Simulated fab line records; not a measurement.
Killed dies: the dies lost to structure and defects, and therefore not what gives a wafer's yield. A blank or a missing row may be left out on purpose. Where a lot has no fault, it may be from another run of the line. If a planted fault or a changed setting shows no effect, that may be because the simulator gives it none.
Matching of chambers || flow n5 finfet || 4 sister chambers for N5_FIN_SAQP_HM_OPEN_33 on rie diel-01
The step chemistry CH3F/O2, target SiNx, target depth 49.4 nm, time 70.6 s. 18 wafers are shown with their chamber, then 9 later ones without.

WAFERS WITH THEIR CHAMBER
{"wafer": "L074.1", "chamber": 0, "drypump motor current A (A)": 5.9, "showerhead plenum p Torr (Torr)": 1.93, "throttle valve pct (%)": 16.10}
{"wafer": "L074.3", "chamber": 1, "drypump motor current A (A)": 6.2, "showerhead plenum p Torr (Torr)": 2.04, "throttle valve pct (%)": 16.35}
{"wafer": "L074.4", "chamber": 1, "drypump motor current A (A)": 6.2, "showerhead plenum p Torr (Torr)": 2.04, "throttle valve pct (%)": 16.34}
{"wafer": "L076.1", "chamber": 0, "drypump motor current A (A)": 5.9, "showerhead plenum p Torr (Torr)": 1.92, "throttle valve pct (%)": 16.10}
{"wafer": "L076.2", "chamber": 2, "drypump motor current A (A)": 5.6, "showerhead plenum p Torr (Torr)": 1.93, "throttle valve pct (%)": 16.25}
{"wafer": "L076.4", "chamber": 3, "drypump motor current A (A)": 6.8, "showerhead plenum p Torr (Torr)": 2.08, "throttle valve pct (%)": 16.61}
{"wafer": "L087.1", "chamber": 2, "drypump motor current A (A)": 5.6, "showerhead plenum p Torr (Torr)": 1.93, "throttle valve pct (%)": 16.31}
{"wafer": "L087.5", "chamber": 1, "drypump motor current A (A)": 6.2, "showerhead plenum p Torr (Torr)": 2.03, "throttle valve pct (%)": 16.37}
{"wafer": "L087.6", "chamber": 2, "drypump motor current A (A)": 5.6, "showerhead plenum p Torr (Torr)": 1.93, "throttle valve pct (%)": 16.31}
{"wafer": "L088.1", "chamber": 0, "drypump motor current A (A)": 5.9, "showerhead plenum p Torr (Torr)": 1.92, "throttle valve pct (%)": 16.15}
{"wafer": "L088.2", "chamber": 3, "drypump motor current A (A)": 6.7, "showerhead plenum p Torr (Torr)": 2.07, "throttle valve pct (%)": 16.65}
{"wafer": "L088.5", "chamber": 3, "drypump motor current A (A)": 6.7, "showerhead plenum p Torr (Torr)": 2.07, "throttle valve pct (%)": 16.66}
{"wafer": "L092.2", "chamber": 2, "drypump motor current A (A)": 5.6, "showerhead plenum p Torr (Torr)": 1.92, "throttle valve pct (%)": 16.33}
{"wafer": "L092.4", "chamber": 3, "drypump motor current A (A)": 6.7, "showerhead plenum p Torr (Torr)": 2.07, "throttle valve pct (%)": 16.67}
{"wafer": "L092.5", "chamber": 1, "drypump motor current A (A)": 6.2, "showerhead plenum p Torr (Torr)": 2.03, "throttle valve pct (%)": 16.41}
{"wafer": "L093.3", "chamber": 3, "drypump motor current A (A)": 6.7, "showerhead plenum p Torr (Torr)": 2.07, "throttle valve pct (%)": 16.67}
{"wafer": "L093.5", "chamber": 3, "drypump motor current A (A)": 6.7, "showerhead plenum p Torr (Torr)": 2.07, "throttle valve pct (%)": 16.66}
{"wafer": "L093.6", "chamber": 2, "drypump motor current A (A)": 5.6, "showerhead plenum p Torr (Torr)": 1.92, "throttle valve pct (%)": 16.33}

SIGNATURES (averages over the wafers above)
{"reading": "drypump motor current A", "chamber 0": 5.900, "chamber 1": 6.200, "chamber 2": 5.600, "chamber 3": 6.717, "scatter within a chamber": 0.0244}
{"reading": "showerhead plenum p Torr", "chamber 0": 1.9233, "chamber 1": 2.0350, "chamber 2": 1.9260, "chamber 3": 2.0717, "scatter within a chamber": 0.00514}
{"reading": "throttle valve pct", "chamber 0": 16.1167, "chamber 1": 16.3675, "chamber 2": 16.3060, "chamber 3": 16.6533, "scatter within a chamber": 0.0285}
Rule: a wafer's distance from a chamber is the root of the sum, over the readings, of the square of ((its reading less the chamber's mean) divided by the reading's scatter). If the next closest chamber is less than 2 further off than the closest, the wafer can't be placed; otherwise it belongs to the closest. How the scatter is found: for the shown wafers, subtract from each reading the mean of its chamber, square and add these, divide the total by (wafers less chambers), then take the root.

WAFERS MISSING THEIR CHAMBER
{"wafer": "L094.2", "drypump motor current A (A)": 6.7, "showerhead plenum p Torr (Torr)": 2.07, "throttle valve pct (%)": 16.68}
{"wafer": "L094.3", "drypump motor current A (A)": 5.6, "showerhead plenum p Torr (Torr)": 1.92, "throttle valve pct (%)": 16.33}
{"wafer": "L094.5", "drypump motor current A (A)": 6.2, "showerhead plenum p Torr (Torr)": 2.03, "throttle valve pct (%)": 16.40}
{"wafer": "L095.1", "drypump motor current A (A)": 5.6, "showerhead plenum p Torr (Torr)": 1.92, "throttle valve pct (%)": 16.34}
{"wafer": "L095.4", "drypump motor current A (A)": 5.9, "showerhead plenum p Torr (Torr)": 1.91, "throttle valve pct (%)": 16.18}
{"wafer": "L095.6", "drypump motor current A (A)": 6.2, "showerhead plenum p Torr (Torr)": 2.03, "throttle valve pct (%)": 16.41}
{"wafer": "L097.3", "drypump motor current A (A)": 5.9, "showerhead plenum p Torr (Torr)": 1.91, "throttle valve pct (%)": 16.18}
{"wafer": "L097.5", "drypump motor current A (A)": 6.1, "showerhead plenum p Torr (Torr)": 2.03, "throttle valve pct (%)": 16.43}
{"wafer": "L097.6", "drypump motor current A (A)": 5.9, "showerhead plenum p Torr (Torr)": 1.91, "throttle valve pct (%)": 16.19}

WHICH CHAMBER EACH ONE RAN IN
{"wafer": "L094.2", "from the rows above": 3, "in truth": 3}
{"wafer": "L094.3", "from the rows above": 2, "in truth": 2}
{"wafer": "L094.5", "from the rows above": 1, "in truth": 1}
{"wafer": "L095.1", "from the rows above": 2, "in truth": 2}
{"wafer": "L095.4", "from the rows above": 0, "in truth": 0}
{"wafer": "L095.6", "from the rows above": 1, "in truth": 1}
{"wafer": "L097.3", "from the rows above": 0, "in truth": 0}
{"wafer": "L097.5", "from the rows above": 1, "in truth": 1}
{"wafer": "L097.6", "from the rows above": 0, "in truth": 0}
9 of 9 placed correctly. Left unplaced by these rows: 0. 0 placed wrongly.
